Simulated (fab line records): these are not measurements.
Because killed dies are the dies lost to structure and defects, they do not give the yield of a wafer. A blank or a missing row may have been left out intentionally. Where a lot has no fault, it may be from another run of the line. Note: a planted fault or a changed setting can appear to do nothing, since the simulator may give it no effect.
fab line records	flow nand_harc
record lots=24	wafers=72	last_day=33
route steps=1302 shown P_M2@332 P_BONDPAD@364
lots untouched by any fault: they come from a run of this same line in which no faults occurred
start_h: the number of hours between the record's first day and the start of the first shown wafer of the lot	wait_h: how many hours have passed since the lot's step before this one	" repeats the value in the row above	L1.1+2: a row that stands for several wafers	- no value, or no start was given	* or withheld: withheld	< > ~ a bound
route shown NAME@n: NAME is a module with steps in the file, n the number in the route of the first one	usual: the fault-free wafers' mean and standard deviation	same: alike in all rows	chamber/n: place in a boat	sites: readings site by site	_std_site: the standard deviation of these	_edge_site: inner sites' mean taken away from outer sites' mean	radius_mm: for every site, how far away it sits from the centre of the wafer	mask NAME#n: copy n	behind: the last tool/chamber to shape the wafer	hold: what put the lot on hold/how long, in hours/how the hold closed	device: transistor that didn't switch, given as n, p or np	end of line: tests run on the same wafers once the route is complete	a step given without rows: its recipe and nothing more	killed: at the first sort, the dies lost to defects and structure; wafer yield is something else	map: a wafer's dies, marking killed ones x, the rest . and places with no die _
set.NAME: the setting that was run; set.NAME@STEP: the one run at that earlier step	model.NAME: the simulator's own value behind a step, which no gauge read
one table for each step of the route and one row for each wafer, over a sample of lots
services: a tool's chamber out of use, with start hour (start_h, from the record's first day; less than 0 if before it), hours out, and reason
## steps
# step NHARC_P_M2_ETCH_35
# recipe target_depth_a=400	overetch_a=120	time_s=43.94	ion_energy_ev=200	n2_flow_sccm=150	h2_flow_sccm=150	ar_flow_sccm=0	rf_w=400	bias_w=150	chemistry=N2/H2
# usual drypump_motor_current_A=5.6/0.45	oes_product_au=1.000/0.0087	rf_vpp_V=429.2/2.3	showerhead_plenum_p_Torr=1.99/0.078	throttle_valve_pct=14.171/0.0088
lot.wafer	tool	chamber	start_h	wait_h	drypump_motor_current_A	oes_product_au	rf_hours_counter_h	rf_vpp_V	showerhead_plenum_p_Torr	throttle_valve_pct
L074.1	rie_diel-05	3	145.10	0.1	5.1	1.003	5.0	427.5	1.95	14.162
L074.3	"	0	"	"	5.5	1.008	4.4	434.3	2.18	14.195
L074.2	"	2	"	"	5.1	0.988	4.9	428.2	1.98	14.159
L075.1	rie_diel-12	2	146.59	0.1	5.8	1.023	3.8	425.4	1.91	14.196
L075.3	"	1	"	"	5.3	1.010	4.0	429.5	1.99	14.162
L075.5	"	0	"	"	6.0	1.001	-	427.7	1.97	14.175
L076.1	rie_diel-13	1	153.37	0.1	5.0	1.002	5.1	427.6	1.94	14.183
L076.4	"	0	"	"	6.4	1.012	7.5	430.2	1.97	14.177
L076.5	"	1	"	"	5.0	1.022	-	426.9	1.94	14.174
L077.4	rie_diel-05	3	158.02	0.1	5.2	0.980	6.1	428.6	1.95	14.163
L077.2	"	0	"	"	5.5	0.996	5.1	435.0	2.18	14.180
L077.6	"	3	"	"	5.1	0.996	-	427.3	1.95	14.172
L078.3	rie_diel-05	3	171.18	0.1	5.1	0.996	7.1	428.7	1.95	14.173
L078.1	"	0	"	"	5.5	1.002	5.8	433.5	2.18	14.170
L078.2	"	2	"	"	5.1	1.002	7.2	428.3	1.98	14.177
L079.1	rie_diel-13	1	182.67	0.1	5.0	1.005	0.5	426.7	1.94	14.180
L079.3	"	2	"	"	5.5	1.005	0.5	432.2	2.07	14.180
L079.2	"	3	"	"	5.6	0.987	0.5	428.2	1.93	14.173
L080.2	rie_diel-12	3	192.13	0.1	6.2	1.007	4.3	428.5	2.00	14.178
L080.1	"	2	"	"	5.8	1.002	5.6	427.4	1.91	14.169
L080.6	"	2	"	"	5.9	1.005	-	426.2	1.91	14.167
L081.1	rie_diel-13	0	204.51	0.1	6.5	0.993	1.3	429.6	1.97	14.173
L081.3	"	1	"	"	5.0	0.996	2.0	426.9	1.94	14.168
L081.5	"	2	"	"	5.5	0.994	-	432.3	2.07	14.168
L082.2	rie_diel-13	0	217.58	0.1	6.5	0.992	1.4	429.0	1.97	14.178
L082.1	"	1	"	"	5.0	1.004	2.1	428.2	1.94	14.172
L082.3	"	3	"	"	5.6	0.994	1.8	427.7	1.93	14.185
L083.2	rie_diel-13	0	221.46	0.1	6.5	0.989	1.5	427.8	1.97	14.169
L083.1	"	1	"	"	5.0	1.000	2.2	427.8	1.94	14.182
L083.6	"	0	"	"	6.5	0.987	-	427.9	1.97	14.178
L084.2	rie_diel-12	3	236.16	0.1	6.2	0.999	6.4	429.8	2.00	14.172
L084.3	"	2	"	"	5.8	0.996	8.5	426.2	1.91	14.162
L084.6	"	0	"	"	6.0	0.992	-	428.5	1.97	14.169
L085.1	rie_diel-12	0	245.31	0.1	6.1	1.001	7.0	428.5	1.97	14.168
L085.4	"	1	"	"	5.3	1.003	9.6	428.9	1.99	14.161
L085.5	"	1	"	"	5.3	1.002	-	429.5	1.99	14.174
L086.2	rie_diel-13	2	247.88	0.1	5.4	1.006	3.4	431.4	2.07	14.177
L086.1	"	3	"	"	5.6	0.996	3.4	428.3	1.92	14.148
L086.5	"	2	"	"	5.4	1.003	-	432.2	2.07	14.183
L087.1	rie_diel-12	0	258.72	0.1	6.0	0.997	8.0	429.6	1.97	14.160
L087.2	"	1	"	"	5.3	1.008	10.5	428.1	1.99	14.179
L087.4	"	0	"	"	6.1	1.002	-	428.1	1.97	14.166
L089.1	rie_diel-12	0	280.85	0.1	6.0	1.002	0.0	429.1	1.97	14.155
L089.2	"	1	"	"	5.3	0.997	0.0	430.1	1.99	14.173
L089.6	"	3	"	"	6.2	1.006	-	430.3	2.00	14.170
L088.2	rie_diel-13	0	282.23	0.1	6.5	0.996	5.3	428.2	1.97	14.181
L088.4	"	1	"	"	4.9	0.998	6.0	426.7	1.94	14.161
L088.5	"	2	"	"	5.4	0.994	-	430.6	2.07	14.171
L090.3	rie_diel-12	0	299.16	0.1	6.0	0.992	0.4	427.8	1.97	14.162
L090.1	"	3	"	"	6.2	1.003	0.3	428.7	2.00	14.162
L090.6	"	0	"	"	6.0	0.995	-	428.3	1.97	14.168
L091.4	rie_diel-12	0	299.98	0.1	6.0	1.012	0.4	428.4	1.97	14.178
L091.2	"	2	"	"	5.8	1.005	0.3	426.4	1.91	14.167
L091.3	"	3	"	"	6.2	1.002	0.4	430.2	2.00	14.163
L092.2	rie_diel-12	1	316.91	0.1	5.3	1.009	1.1	429.3	1.99	14.187
L092.4	"	3	"	"	6.2	0.992	1.3	429.9	2.00	14.173
L092.3	"	0	"	"	6.1	0.995	1.1	429.6	1.97	14.184
L093.4	rie_diel-05	0	321.81	0.1	5.5	1.008	5.3	433.8	2.18	14.176
L093.1	"	1	"	"	5.1	0.984	5.1	434.7	2.18	14.175
L093.3	"	3	"	"	5.1	0.994	5.9	428.6	1.95	14.173
L095.1	rie_diel-13	0	334.12	0.1	6.4	0.992	7.7	428.9	1.97	14.164
L095.2	"	1	"	"	5.0	0.996	9.2	428.9	1.94	14.175
L095.5	"	1	"	"	5.0	0.992	-	426.8	1.94	14.162
L094.3	rie_diel-12	3	335.19	0.1	6.2	0.980	2.1	428.6	2.00	14.160
L094.1	"	1	"	"	5.3	0.988	2.0	429.7	1.99	14.177
L094.6	"	2	"	"	5.8	0.982	-	426.8	1.91	14.158
L096.1	rie_diel-05	3	348.05	0.1	5.1	0.990	7.0	430.3	1.95	14.155
L096.2	"	0	"	"	5.5	1.015	6.4	434.3	2.18	14.173
L096.5	"	3	"	"	5.1	0.981	-	429.3	1.95	14.159
L097.4	rie_diel-12	0	359.82	0.1	6.0	0.997	4.1	428.7	1.97	14.184
L097.3	"	1	"	"	5.3	1.009	4.8	427.9	1.98	14.176
L097.2	"	3	"	"	6.2	1.006	4.0	430.0	2.00	14.165
# step NHARC_P_M2_INSPECT_27
# usual raw_defect_count=318/130
lot.wafer	tool	chamber	start_h	wait_h	raw_defect_count
L074.1	defect_inspect-01	-	147.64	0.0	238
L074.2	"	-	"	"	256
L074.3	"	-	"	"	126
L075.1	defect_inspect-02	-	149.29	0.0	510
L075.3	"	-	"	"	177
L075.5	"	-	"	"	232
L076.1	defect_inspect-01	-	156.29	0.0	613
L076.4	"	-	"	"	652
L076.5	"	-	"	"	359
L077.2	defect_inspect-02	-	160.58	0.0	356
L077.4	"	-	"	"	297
L077.6	"	-	"	"	277
L078.1	defect_inspect-02	-	173.70	0.0	152
L078.2	"	-	"	"	145
L078.3	"	-	"	"	262
L079.1	defect_inspect-02	-	185.24	0.0	242
L079.2	"	-	"	"	283
L079.3	"	-	"	"	214
L080.1	defect_inspect-02	-	194.72	0.0	164
L080.2	"	-	"	"	165
L080.6	"	-	"	"	257
L081.1	defect_inspect-01	-	207.02	0.0	154
L081.3	"	-	"	"	303
L081.5	"	-	"	"	259
L082.1	defect_inspect-01	-	220.12	0.0	329
L082.2	"	-	"	"	333
L082.3	"	-	"	"	562
L083.1	defect_inspect-02	-	223.93	0.0	521
L083.2	"	-	"	"	335
L083.6	"	-	"	"	245
L084.2	defect_inspect-02	-	238.71	0.0	146
L084.3	"	-	"	"	310
L084.6	"	-	"	"	151
L085.1	defect_inspect-02	-	247.80	0.0	390
L085.4	"	-	"	"	288
L085.5	"	-	"	"	291
L086.1	defect_inspect-01	-	250.37	0.0	578
L086.2	"	-	"	"	198
L086.5	"	-	"	"	258
L087.1	defect_inspect-02	-	261.22	0.0	588
L087.2	"	-	"	"	416
L087.4	"	-	"	"	329
L089.1	defect_inspect-01	-	283.34	0.0	390
L089.2	"	-	"	"	338
L089.6	"	-	"	"	476
L088.2	defect_inspect-02	-	284.70	0.0	359
L088.4	"	-	"	"	186
L088.5	"	-	"	"	220
L090.1	defect_inspect-02	-	301.71	0.0	427
L090.3	"	-	"	"	460
L090.6	"	-	"	"	481
L091.2	defect_inspect-01	-	302.46	0.0	346
L091.3	"	-	"	"	327
L091.4	"	-	"	"	649
L092.2	defect_inspect-02	-	319.39	0.0	264
L092.3	"	-	"	"	251
L092.4	"	-	"	"	384
L093.1	defect_inspect-01	-	324.30	0.0	230
L093.3	"	-	"	"	285
L093.4	"	-	"	"	275
L095.1	defect_inspect-01	-	336.61	0.0	139
L095.2	"	-	"	"	182
L095.5	"	-	"	"	136
L094.1	defect_inspect-02	-	337.67	0.0	519
L094.3	"	-	"	"	604
L094.6	"	-	"	"	322
L096.1	defect_inspect-02	-	350.53	0.0	320
L096.2	"	-	"	"	452
L096.5	"	-	"	"	218
L097.2	defect_inspect-02	-	362.38	0.0	270
L097.3	"	-	"	"	345
L097.4	"	-	"	"	280
# step NHARC_P_BONDPAD_CD_MEAS_09
# recipe target_cd_nm=500	landing_energy_ev=500
# usual cd_nm=501.1/1.3
lot.wafer	tool	chamber	start_h	wait_h	cd_nm
L074.1	cd_sem-03	0	149.36	-	503.5
L074.2	"	0	"	"	501.1
L074.3	"	0	"	"	501.7
L075.1	cd_sem-01	0	151.11	-	504.2
L075.3	"	0	"	"	500.0
L075.5	"	0	"	"	501.8
L076.1	cd_sem-02	0	157.98	-	501.4
L076.4	"	0	"	"	501.2
L076.5	"	0	"	"	502.0
L077.2	cd_sem-02	0	162.27	-	499.2
L077.4	"	0	"	"	500.1
L077.6	"	0	"	"	498.6
L078.1	cd_sem-03	0	175.35	-	502.4
L078.2	"	0	"	"	502.7
L078.3	"	0	"	"	504.0
L079.1	cd_sem-03	0	187.03	-	500.6
L079.2	"	0	"	"	499.8
L079.3	"	0	"	"	499.6
L080.1	cd_sem-03	0	196.51	-	503.5
L080.2	"	0	"	"	503.7
L080.6	"	0	"	"	501.1
L081.1	cd_sem-03	0	208.83	-	500.4
L081.3	"	0	"	"	502.5
L081.5	"	0	"	"	499.4
L082.1	cd_sem-03	0	221.77	-	500.5
L082.2	"	0	"	"	500.3
L082.3	"	0	"	"	500.0
L083.1	cd_sem-02	0	225.57	-	503.1
L083.2	"	0	"	"	499.2
L083.6	"	0	"	"	500.6
L084.2	cd_sem-03	0	240.52	-	501.4
L084.3	"	0	"	"	498.1
L084.6	"	0	"	"	498.7
L085.1	cd_sem-03	0	249.46	-	503.0
L085.4	"	0	"	"	502.4
L085.5	"	0	"	"	504.0
L086.1	cd_sem-02	0	252.28	-	502.0
L086.2	"	0	"	"	501.5
L086.5	"	0	"	"	502.6
L087.1	cd_sem-02	0	262.89	-	501.3
L087.2	"	0	"	"	501.8
L087.4	"	0	"	"	501.7
L089.1	cd_sem-01	0	285.13	-	501.6
L089.2	"	0	"	"	503.4
L089.6	"	0	"	"	503.5
L088.2	cd_sem-03	0	286.48	-	501.1
L088.4	"	0	"	"	501.3
L088.5	"	0	"	"	500.3
L090.1	cd_sem-03	0	303.36	-	502.4
L090.3	"	0	"	"	502.1
L090.6	"	0	"	"	501.9
L091.2	cd_sem-01	0	304.25	-	500.6
L091.3	"	0	"	"	500.6
L091.4	"	0	"	"	500.4
L092.2	cd_sem-03	0	321.18	-	500.6
L092.3	"	0	"	"	502.6
L092.4	"	0	"	"	500.8
L093.1	cd_sem-03	0	326.07	-	501.7
L093.3	"	0	"	"	501.1
L093.4	"	0	"	"	502.4
L095.1	cd_sem-02	0	338.40	-	501.8
L095.2	"	0	"	"	500.5
L095.5	"	0	"	"	500.1
L094.1	cd_sem-01	0	339.45	-	501.1
L094.3	"	0	"	"	499.2
L094.6	"	0	"	"	501.7
L096.1	cd_sem-01	0	352.33	-	500.0
L096.2	"	0	"	"	500.4
L096.5	"	0	"	"	499.6
L097.2	cd_sem-01	0	364.18	-	502.2
L097.3	"	0	"	"	500.9
L097.4	"	0	"	"	501.1
# step NHARC_P_BONDPAD_DESCUM_11
# recipe time_s=3	o2_flow_sccm=200	ar_flow_sccm=0	bias_power_w=0	chemistry=O2
# usual drypump_motor_current_A=5.7/0.48	oes_product_au=1.001/0.0079	rf_vpp_V=57.8/0.87	showerhead_plenum_p_Torr=1.91/0.079	throttle_valve_pct=11.312/0.0087
lot.wafer	tool	chamber	start_h	wait_h	drypump_motor_current_A	oes_product_au	rf_hours_counter_h	rf_vpp_V	showerhead_plenum_p_Torr	throttle_valve_pct
L074.3	rie_diel-08	3	149.57	-	6.4	1.000	3.4	58.8	1.94	11.305
L074.1	"	0	"	"	5.5	1.010	4.0	56.4	1.84	11.309
L074.2	"	2	"	"	5.1	1.009	4.4	56.9	1.80	11.322
L075.1	rie_diel-06	1	151.32	-	5.8	1.006	0.8	58.2	1.93	11.327
L075.3	"	0	"	"	6.1	1.004	0.8	57.4	1.93	11.318
L075.5	"	1	"	"	5.8	1.006	-	57.8	1.93	11.324
L076.1	rie_diel-08	3	158.20	-	6.5	0.988	3.7	59.1	1.94	11.307
L076.4	"	1	"	"	5.3	0.994	4.4	56.9	2.02	11.306
L076.5	"	2	"	"	5.1	1.008	-	57.3	1.80	11.328
L077.2	rie_diel-02	2	162.48	-	6.0	0.996	4.2	55.7	1.93	11.314
L077.4	"	0	"	"	5.6	1.009	5.3	58.2	2.01	11.312
L077.6	"	2	"	"	6.0	1.002	-	58.7	1.93	11.307
L078.1	rie_diel-08	1	175.56	-	5.3	0.994	4.7	57.7	2.02	11.310
L078.3	"	2	"	"	5.1	1.000	5.0	58.0	1.80	11.312
L078.2	"	0	"	"	5.5	1.012	4.6	58.4	1.84	11.296
L079.2	rie_diel-08	1	187.24	-	5.2	0.998	4.9	58.2	2.02	11.293
L079.3	"	3	"	"	6.4	0.997	4.4	57.6	1.94	11.313
L079.1	"	0	"	"	5.5	1.008	4.9	57.1	1.84	11.313
L080.1	rie_diel-06	0	196.73	-	6.1	0.993	3.0	57.2	1.93	11.328
L080.2	"	2	"	"	6.4	0.997	3.0	56.6	1.79	11.313
L080.6	"	3	"	"	4.9	0.995	-	59.0	2.06	11.305
L081.3	rie_diel-06	1	209.05	-	5.8	0.997	2.9	57.3	1.93	11.333
L081.1	"	3	"	"	4.8	0.989	3.8	58.9	2.06	11.316
L081.5	"	0	"	"	6.1	0.986	-	56.8	1.93	11.307
L082.2	rie_diel-08	2	221.99	-	5.1	1.002	0.3	57.5	1.80	11.318
L082.1	"	3	"	"	6.4	1.000	0.2	58.5	1.94	11.318
L082.3	"	0	"	"	5.6	0.996	0.3	57.9	1.84	11.318
L083.2	rie_diel-02	0	225.79	-	5.6	1.005	0	59.1	2.00	11.321
L083.1	"	1	"	"	5.9	1.016	0	58.1	1.86	11.312
L083.6	"	0	"	"	5.6	1.005	-	57.6	2.00	11.306
L084.3	rie_diel-02	2	240.73	-	6.0	1.002	0.6	58.0	1.92	11.313
L084.2	"	3	"	"	6.0	1.013	0.6	56.1	1.91	11.307
L084.6	"	2	"	"	6.0	1.001	-	58.7	1.92	11.312
L085.4	rie_diel-08	3	249.68	-	6.5	0.999	1.0	58.9	1.94	11.312
L085.1	"	0	"	"	5.5	1.008	0.9	56.8	1.84	11.305
L085.5	"	0	"	"	5.5	1.001	-	57.7	1.84	11.297
L086.1	rie_diel-02	3	252.50	-	6.0	1.004	0.8	58.4	1.91	11.307
L086.2	"	2	"	"	6.0	1.000	0.8	57.7	1.93	11.318
L086.5	"	3	"	"	6.0	1.013	-	58.5	1.91	11.320
L087.2	rie_diel-02	3	263.10	-	6.0	1.005	2.3	58.2	1.91	11.313
L087.4	"	0	"	"	5.6	1.003	2.3	58.2	2.00	11.325
L087.1	"	1	"	"	5.9	1.008	1.9	56.7	1.86	11.316
L089.1	rie_diel-06	3	285.34	-	4.9	0.987	8.3	57.6	2.06	11.325
L089.2	"	1	"	"	5.8	0.986	7.3	58.8	1.93	11.303
L089.6	"	0	"	"	6.0	0.992	-	58.9	1.93	11.311
L088.2	rie_diel-08	0	286.69	-	5.5	1.002	1.8	57.6	1.84	11.325
L088.4	"	2	"	"	5.1	1.014	2.2	57.0	1.80	11.324
L088.5	"	0	"	"	5.5	1.007	-	59.0	1.84	11.311
L090.1	rie_diel-08	2	303.58	-	5.1	0.999	2.6	56.6	1.80	11.309
L090.3	"	0	"	"	5.5	0.995	2.3	57.0	1.84	11.330
L090.6	"	2	"	"	5.1	1.010	-	56.1	1.80	11.305
L091.3	rie_diel-08	1	304.47	-	5.3	1.006	2.7	58.9	2.01	11.315
L091.4	"	2	"	"	5.1	1.001	2.8	59.1	1.80	11.318
L091.2	"	3	"	"	6.5	1.000	2.4	58.2	1.94	11.296
L092.4	rie_diel-02	1	321.39	-	5.9	1.013	5.5	55.8	1.86	11.299
L092.2	"	2	"	"	6.0	0.996	3.7	57.8	1.92	11.315
L092.3	"	0	"	"	5.7	1.010	4.6	58.3	2.00	11.307
L093.1	rie_diel-02	3	326.29	-	6.0	1.014	5.3	56.1	1.91	11.289
L093.3	"	0	"	"	5.6	1.011	4.6	57.5	2.00	11.312
L093.4	"	2	"	"	6.0	1.006	3.8	57.8	1.92	11.321
L095.1	rie_diel-06	1	338.63	-	5.8	0.997	1.2	57.4	1.92	11.300
L095.2	"	2	"	"	6.4	0.984	1.2	58.5	1.79	11.297
L095.5	"	0	"	"	6.1	0.999	-	57.6	1.93	11.310
L094.3	rie_diel-08	2	339.67	-	5.1	1.000	3.8	56.8	1.80	11.309
L094.1	"	0	"	"	5.5	0.997	3.4	57.5	1.84	11.304
L094.6	"	3	"	"	6.4	1.011	-	60.6	1.94	11.311
L096.2	rie_diel-08	0	352.54	-	5.5	0.991	3.9	56.9	1.84	11.299
L096.1	"	3	"	"	6.5	0.993	3.8	58.0	1.94	11.314
L096.5	"	0	"	"	5.5	0.996	-	59.1	1.84	11.304
L097.3	rie_diel-08	3	364.39	-	6.4	1.004	4.0	57.2	1.94	11.329
L097.4	"	0	"	"	5.5	1.009	4.1	57.9	1.84	11.323
L097.2	"	1	"	"	5.3	1.011	4.1	58.4	2.01	11.313
# step NHARC_P_BONDPAD_PVD_17
# recipe target_thk_a=50	bias_v=168.6	power_w=15000	chamber_pressure_pa=0.12	time_s=8.06	substrate_temp_c=50	material=TaN
# usual throttle_valve_pct=30.4/1.1
lot.wafer	tool	chamber	start_h	wait_h	throttle_valve_pct
L074.2	pvd_sputter-01	-	-	-	29.8
L074.3	"	-	"	"	29.4
L074.1	"	-	"	"	31.1
L075.3	pvd_sputter-01	-	-	-	29.7
L075.1	"	-	"	"	29.6
L075.5	"	-	"	"	31.0
L076.1	pvd_sputter-03	-	-	-	29.6
L076.4	"	-	"	"	29.8
L076.5	"	-	"	"	30.6
L077.2	pvd_sputter-03	-	-	-	29.9
L077.4	"	-	"	"	30.0
L077.6	"	-	"	"	29.7
L078.1	pvd_sputter-02	-	-	-	30.1
L078.3	"	-	"	"	31.8
L078.2	"	-	"	"	29.7
L079.1	pvd_sputter-02	-	-	-	29.8
L079.2	"	-	"	"	29.9
L079.3	"	-	"	"	31.8
L080.2	pvd_sputter-02	-	-	-	32.3
L080.1	"	-	"	"	32.0
L080.6	"	-	"	"	30.3
L081.1	pvd_sputter-01	-	-	-	30.0
L081.3	"	-	"	"	29.6
L081.5	"	-	"	"	31.0
L082.3	pvd_sputter-01	-	-	-	31.1
L082.1	"	-	"	"	30.2
L082.2	"	-	"	"	29.4
L083.1	pvd_sputter-02	-	-	-	31.9
L083.2	"	-	"	"	32.2
L083.6	"	-	"	"	29.6
L084.2	pvd_sputter-02	-	-	-	30.1
L084.3	"	-	"	"	29.6
L084.6	"	-	"	"	31.8
L085.1	pvd_sputter-01	-	-	-	31.7
L085.4	"	-	"	"	28.5
L085.5	"	-	"	"	30.0
L086.2	pvd_sputter-01	-	-	-	31.8
L086.1	"	-	"	"	29.0
L086.5	"	-	"	"	30.0
L087.2	pvd_sputter-03	-	-	-	29.5
L087.4	"	-	"	"	29.9
L087.1	"	-	"	"	29.8
L089.2	pvd_sputter-03	-	-	-	29.8
L089.1	"	-	"	"	29.3
L089.6	"	-	"	"	29.4
L088.2	pvd_sputter-01	-	-	-	29.2
L088.4	"	-	"	"	28.6
L088.5	"	-	"	"	29.3
L090.3	pvd_sputter-03	-	-	-	29.5
L090.1	"	-	"	"	30.1
L090.6	"	-	"	"	29.8
L091.4	pvd_sputter-01	-	-	-	31.8
L091.2	"	-	"	"	29.8
L091.3	"	-	"	"	29.1
L092.4	pvd_sputter-03	-	-	-	30.2
L092.2	"	-	"	"	29.7
L092.3	"	-	"	"	31.4
L093.1	pvd_sputter-02	-	-	-	31.0
L093.3	"	-	"	"	31.8
L093.4	"	-	"	"	30.1
L095.1	pvd_sputter-01	-	-	-	29.1
L095.2	"	-	"	"	28.3
L095.5	"	-	"	"	29.1
L094.1	pvd_sputter-02	-	-	-	29.9
L094.3	"	-	"	"	31.0
L094.6	"	-	"	"	30.2
L096.2	pvd_sputter-02	-	-	-	32.0
L096.1	"	-	"	"	32.0
L096.5	"	-	"	"	30.0
L097.4	pvd_sputter-02	-	-	-	31.0
L097.3	"	-	"	"	31.9
L097.2	"	-	"	"	32.0
# step NHARC_P_BONDPAD_THK_MEAS_20
# recipe thk_meas_gauge=xrf
# usual thk_nm=161.3/1.5
lot.wafer	tool	chamber	start_h	wait_h	thk_nm
L074.1	film_metro-02	-	152.06	-	163.1
L074.2	"	-	"	"	161.4
L074.3	"	-	"	"	163.8
L075.1	film_metro-01	-	153.74	-	164.7
L075.3	"	-	"	"	161.1
L075.5	"	-	"	"	164.6
L076.1	film_metro-02	-	160.58	-	162.3
L076.4	"	-	"	"	162.7
L076.5	"	-	"	"	160.5
L077.2	film_metro-01	-	164.87	-	163.7
L077.4	"	-	"	"	162.7
L077.6	"	-	"	"	165.3
L078.1	film_metro-01	-	178.00	-	163.2
L078.2	"	-	"	"	163.7
L078.3	"	-	"	"	161.7
L079.1	film_metro-02	-	190.06	-	159.4
L079.2	"	-	"	"	162.5
L079.3	"	-	"	"	162.3
L080.1	film_metro-01	-	199.20	-	160.8
L080.2	"	-	"	"	161.7
L080.6	"	-	"	"	160.2
L081.1	film_metro-02	-	211.41	-	160.1
L081.3	"	-	"	"	163.4
L081.5	"	-	"	"	160.9
L082.1	film_metro-02	-	224.38	-	161.4
L082.2	"	-	"	"	158.2
L082.3	"	-	"	"	161.1
L083.1	film_metro-01	-	228.20	-	162.2
L083.2	"	-	"	"	162.5
L083.6	"	-	"	"	161.7
L084.2	film_metro-01	-	243.07	-	158.8
L084.3	"	-	"	"	160.6
L084.6	"	-	"	"	161.5
L085.1	film_metro-01	-	252.01	-	161.3
L085.4	"	-	"	"	160.2
L085.5	"	-	"	"	160.3
L086.1	film_metro-02	-	254.90	-	162.1
L086.2	"	-	"	"	161.9
L086.5	"	-	"	"	162.7
L087.1	film_metro-01	-	265.43	-	161.8
L087.2	"	-	"	"	163.2
L087.4	"	-	"	"	161.6
L089.1	film_metro-02	-	287.74	-	159.5
L089.2	"	-	"	"	158.8
L089.6	"	-	"	"	158.1
L088.2	film_metro-02	-	289.03	-	161.8
L088.4	"	-	"	"	163.0
L088.5	"	-	"	"	160.9
L090.1	film_metro-02	-	305.92	-	161.5
L090.3	"	-	"	"	161.3
L090.6	"	-	"	"	158.0
L091.2	film_metro-01	-	306.80	-	160.2
L091.3	"	-	"	"	159.7
L091.4	"	-	"	"	161.4
L092.2	film_metro-02	-	323.74	-	160.7
L092.3	"	-	"	"	159.8
L092.4	"	-	"	"	162.0
L093.1	film_metro-01	-	328.63	-	162.9
L093.3	"	-	"	"	161.5
L093.4	"	-	"	"	162.8
L095.1	film_metro-01	-	340.96	-	158.3
L095.2	"	-	"	"	159.6
L095.5	"	-	"	"	158.9
L094.1	film_metro-02	-	342.00	-	160.7
L094.3	"	-	"	"	160.3
L094.6	"	-	"	"	161.7
L096.1	film_metro-02	-	354.89	-	161.5
L096.2	"	-	"	"	159.9
L096.5	"	-	"	"	160.4
L097.2	film_metro-01	-	366.74	-	159.9
L097.3	"	-	"	"	160.8
L097.4	"	-	"	"	160.8
## services
tool	chamber	start_h	hours	kind
rie_diel-02	0	122.93	2.7	repair
rie_diel-12	-	125.39	1.3	repair
rie_diel-13	2	129.00	4.2	repair
rie_diel-13	2	137.63	11.9	repair
rie_diel-12	2	140.13	3.5	repair
rie_diel-08	1	148.21	4.2	repair
rie_diel-12	2	152.74	5.6	repair
rie_diel-02	-	153.40	0.1	repair
rie_diel-13	-	165.02	9.0	pm
rie_diel-12	0	173.05	19.4	repair
pvd_sputter-01	-	175.57	34.0	repair
rie_diel-13	0	180.20	3.5	repair
rie_diel-08	-	190.80	9.0	pm
pvd_sputter-01	-	226.00	10.0	pm
rie_diel-08	3	238.27	1.2	repair
rie_diel-13	0	242.54	4.3	repair
rie_diel-12	2	252.15	15.3	repair
rie_diel-12	-	268.52	9.0	pm
pvd_sputter-02	-	282.02	10.0	pm
rie_diel-13	0	288.67	14.8	repair
rie_diel-13	2	300.44	9.4	repair
rie_diel-08	1	319.83	2.8	repair
rie_diel-13	-	329.93	0.3	repair
rie_diel-13	-	342.02	9.0	pm
## key
fault none
